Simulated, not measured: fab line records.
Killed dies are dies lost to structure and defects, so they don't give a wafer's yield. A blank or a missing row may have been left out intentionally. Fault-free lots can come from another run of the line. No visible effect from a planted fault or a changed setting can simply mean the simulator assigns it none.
One fault seen from 3 desks + flow n5Finfet + each desk has only its own numbers; what lay behind them comes last

== AT THE METROLOGY DESK ==
Means of the sampled wafers that have a number, per lot and without regard to the tool the lot ran on: this is what the gauges read. If a lot's mean is further than 4 standard deviations from the usual mean, the lot is out of limits and carries the mark OUT (the distance appears in the brackets). Only the readings that lie furthest out on some lot appear, 7 of the 11 it has.
Columns: A = DIBL_N at N5_BEOL_M4_RC_MEAS_101, usual 36.4 mV/V; B = DIBL_P at N5_BEOL_M4_RC_MEAS_101, usual 36.6 mV/V; C = IOFF_P at N5_BEOL_M4_RC_MEAS_101, usual 0.211 nA/um; D = ION_N at N5_BEOL_M4_RC_MEAS_101, usual 671 uA/um; E = ION_P at N5_BEOL_M4_RC_MEAS_101, usual 462 uA/um; F = VT_N at N5_BEOL_M4_RC_MEAS_101, usual 250.1 mV; G = VT_P at N5_BEOL_M4_RC_MEAS_101, usual -250.1 mV
| lot  | first seen here | A    | B    | C     | D   | E   | F     | G      |
|------|-----------------|------|------|-------|-----|-----|-------|--------|
| L320 | day 3 21:06     | 36.7 | 37.6 | 0.249 | 670 | 469 | 248.9 | -246.8 |
| L323 | day 4 16:59     | 34.3 | 34.1 | 0.210 | 659 | 464 | 253.2 | -249.5 |
| L325 | day 5 01:26     | 36.8 | 38.2 | 0.232 | 675 | 464 | 248.4 | -246.8 |
| L326 | day 5 06:15     | 35.9 | 36.6 | 0.212 | 673 | 460 | 248.8 | -250.8 |
| L330 | day 6 07:08     | 36.7 | 35.3 | 0.242 | 678 | 472 | 245.9 | -244.2 |
| L329 | day 6 07:18     | 37.5 | 36.8 | 0.197 | 667 | 455 | 251.7 | -252.4 |
| L332 | day 6 18:47     | 35.9 | 35.1 | 0.207 | 667 | 458 | 249.2 | -250.2 |
| L333 | day 7 01:49     | 37.1 | 37.1 | 0.225 | 678 | 467 | 248.2 | -250.1 |
| L335 | day 7 09:49     | 37.4 | 37.5 | 0.219 | 668 | 460 | 250.0 | -249.6 |
| L341 | day 8 22:42     | 37.5 | 37.6 | 0.175 | 680 | 457 | 248.1 | -256.7 |
Result from this desk: across the 10 lots, nothing is out of limits.

== DESK OF THE TOOL OWNER: rieDiel-03 ==
The tool's own readings at N5_SD_EPI_P_ETCH_36 (etches SiARC in CF4, target depth 45.5 nm, time 75.8 s): means of the sampled wafers that have a number, for each lot that ran on this tool. If a lot's mean is further than 4 standard deviations from the usual mean, the lot is out of limits and carries the mark OUT (the distance appears in the brackets).
Columns: A = biasW at N5_SD_EPI_P_ETCH_36, usual 35.99 W; B = drypumpMotorCurrentA at N5_SD_EPI_P_ETCH_36, usual 5.5 A; C = etchRfOnTimeS at N5_SD_EPI_P_ETCH_36, usual 75.5 s; D = oesProductAu at N5_SD_EPI_P_ETCH_36, usual 0.67 a.u.; E = rfVppV at N5_SD_EPI_P_ETCH_36, usual 184.4 V; F = showerheadPlenumPTorr at N5_SD_EPI_P_ETCH_36, usual 2.16 Torr; G = throttleValvePct at N5_SD_EPI_P_ETCH_36, usual 15.56 %
| lot  | first seen here | A               | B   | C    | D    | E                | F    | G     |
|------|-----------------|-----------------|-----|------|------|------------------|------|-------|
| L320 | day 3 22:19     | 36.04           | 5.2 | 74.9 | 0.65 | 184.5            | 2.17 | 15.62 |
| L323 | day 4 18:03     | 35.94           | 5.2 | 75.1 | 0.68 | 183.6            | 2.18 | 15.58 |
| L325 | day 5 03:12     | 35.93           | 5.4 | 75.4 | 0.69 | 184.4            | 2.16 | 15.48 |
| L330 | day 6 08:26     | 35.93           | 5.2 | 75.1 | 0.67 | 184.6            | 2.17 | 15.58 |
| L332 | day 6 19:52     | 37.80 (+15) OUT | 5.2 | 74.6 | 0.64 | 189.5 (+4.2) OUT | 2.16 | 15.66 |
| L335 | day 7 11:22     | 37.67 (+14) OUT | 5.5 | 73.8 | 0.68 | 188.8            | 2.15 | 15.51 |
Finding of this desk: L332, L335 out of limits; the first was L332 at day 6 19:52, on biasW at N5_SD_EPI_P_ETCH_36. In limits: L320, L323, L325, L330.

== THE DEFECT DESK ==
Lot by lot, what the route's inspections counted, given as the mean of those sampled wafers with a number. If a lot's mean is further than 4 standard deviations from the usual mean, the lot is out of limits and carries the mark OUT (the distance appears in the brackets).
Columns: A = rawDefectCount at N5_SPACER0_INSPECT_04, usual 128
| lot  | first seen here | A   |
|------|-----------------|-----|
| L320 | day 3 16:19     | 102 |
| L323 | day 4 11:23     | 137 |
| L325 | day 4 21:29     | 126 |
| L326 | day 5 00:37     | 104 |
| L329 | day 6 01:49     | 146 |
| L330 | day 6 02:07     | 118 |
| L332 | day 6 13:10     | 132 |
| L333 | day 6 18:17     | 162 |
| L335 | day 7 06:03     | 141 |
| L341 | day 8 17:50     | 117 |
Result from this desk: across the 10 lots, nothing is out of limits.

== BROUGHT TOGETHER ==
An alarm could have come from the tool owner's desk at day 6 19:52, on L332, L335.
At the metrology desk, nothing out of limits was observed.
The defect desk saw nothing out of limits.
The metrology desk has L332, L335 on record, within its limits.
The defect desk has L332, L335 on record, within its limits.
The lots listed all ran N5_SD_EPI_P_ETCH_36 on rieDiel-03.

== WHAT THE SIMULATOR PUT IN ==
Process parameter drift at N5_SD_EPI_P_ETCH_36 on rieDiel-03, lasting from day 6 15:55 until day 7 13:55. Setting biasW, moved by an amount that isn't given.
Shown lots that were struck: L332, L335.
Each desk's first reading out of limits, in hours after the fault started: the tool owner's desk, 4.
